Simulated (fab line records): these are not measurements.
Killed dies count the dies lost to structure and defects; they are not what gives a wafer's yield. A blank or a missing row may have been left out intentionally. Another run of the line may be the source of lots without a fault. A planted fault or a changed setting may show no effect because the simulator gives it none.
Comparing a struck lot with a sound one ; flow nand_harc ; 15 out of 1302 route steps
Sound: the wafers L332.1, L332.2, L332.4. Wafers struck: L343.1, L343.2, L343.3. At the end, the cause is stated.
Per side, at each step with rows, come the tool, then ch with its chambers, and then its first start. Under that, the readings that differ: sound wafers ; struck wafers ; difference of the means ; sigmas: that difference in standard deviations of wafers without a fault.
alike: readings whose means differ by less than 2 such deviations, and words and numbers that are the same on both sides. not compared: withheld readings, readings that some wafer has no value for, bounds like >300 that may hide the same value, and numbers for which the record gives no deviation and whose values overlap.
A row with sigmas, a row that says differs or no value, or rows on one side alone: a step with any of these is where the two part. When numbers do not overlap yet have no deviation, they are printed without sigmas and do not part them. A reading missing from all wafers of one side parts the sides only when that side holds two or more wafers.

first, 1 step without rows for these wafers: NHARC_A_CHANNEL_HOLE_D1_ETCH_44 (etches the open film in CF4/O2, target depth 140 nm, overetch 14 nm, time 77 s).
NHARC_A_CHANNEL_HOLE_D1_STRIP_27: strips in O2.
  sound: rie_diel-11 ch 0,1,2; struck: rie_diel-11 ch 0,1,2
reading;sound;struck;difference;sigmas
rf_hours_counter_h (h);13 16 16;7 6 8;-8;
  alike: drypump_motor_current_A, oes_product_au, rf_vpp_V, showerhead_plenum_p_Torr, throttle_valve_pct
then, 2 steps without rows for these wafers: NHARC_A_CHANNEL_HOLE_D1_PRECLEAN_28 (cleans in SC1); NHARC_A_CHANNEL_HOLE_D1_SRD_29.
NHARC_A_CHANNEL_HOLE_D1_CD_MEAS_30:
  sound on cd_sem-01 at day 10 14:20; struck on cd_sem-01 at day 15 16:01
  alike: cd_nm
NHARC_A_CHANNEL_HOLE_D1_XSEM_31:
  sound on xsem-02 ch 0, day 10 14:26; struck on xsem-02 ch 0, day 15 16:06
  alike: bot_cd_nm, bow_nm, tilt_deg
NHARC_A_CHANNEL_HOLE_D1_INSPECT_40:
  sound on defect_inspect-02 at day 10 14:32; struck on defect_inspect-02 at day 15 16:12
  alike: raw_defect_count
then, 2 steps without rows for these wafers: NHARC_A_CHANNEL_FILL_D1_PRECLEAN_00 (cleans in SC1); NHARC_A_CHANNEL_FILL_D1_SRD_01.
NHARC_A_CHANNEL_FILL_D1_ALD_02: deposits SiO2, target thk 6 nm, pulse time 10 s, ald cycles 60.
  sound on ald_hk-01 ch 0,1,3, day 10 14:48; struck on ald_hk-03 ch 0,2,3, day 15 16:50
  alike: ald_cycles, heater_power_w, precursor_pulse_height_rel
then, 1 step without rows for these wafers: NHARC_A_CHANNEL_FILL_D1_ALD_03 (deposits SiNx, target thk 6 nm, pulse time 60 s, ald cycles 58).
NHARC_A_CHANNEL_FILL_D1_ALD_14: deposits SiO2, target thk 2.5 nm, pulse time 10 s, ald cycles 25.
  sound on ald_hk-01 ch 0,1,3, day 10 21:52; struck on ald_hk-01 ch 0,1,2, day 15 23:53
  alike: ald_cycles, heater_power_w, precursor_pulse_height_rel
NHARC_A_CHANNEL_FILL_D1_ALD_15: deposits SiNx, target thk 2 nm, pulse time 60 s, ald cycles 19.
  sound on ald_sin_batch-02 ch 0, day 11 00:56; struck on ald_sin_batch-02 ch 0, day 16 02:59
reading;sound;struck;difference;sigmas
ald_cycles;19 19 19;24 24 24;+5;
  alike: chamber_pressure_Torr, precursor_pulse_height_rel
NHARC_A_CHANNEL_FILL_D1_ALD_16: deposits SiO2, target thk 1.5 nm, pulse time 10 s, ald cycles 15.
  sound on ald_hk-02 ch 0,1,2, day 11 03:03; struck on ald_hk-02 ch 0,1,3, day 16 05:00
  alike: ald_cycles, heater_power_w, precursor_pulse_height_rel
then, 1 step without rows for these wafers: NHARC_END_SORT_01.

## WHERE THEY PART
Nowhere in this record.

WHY: what the simulator had put in
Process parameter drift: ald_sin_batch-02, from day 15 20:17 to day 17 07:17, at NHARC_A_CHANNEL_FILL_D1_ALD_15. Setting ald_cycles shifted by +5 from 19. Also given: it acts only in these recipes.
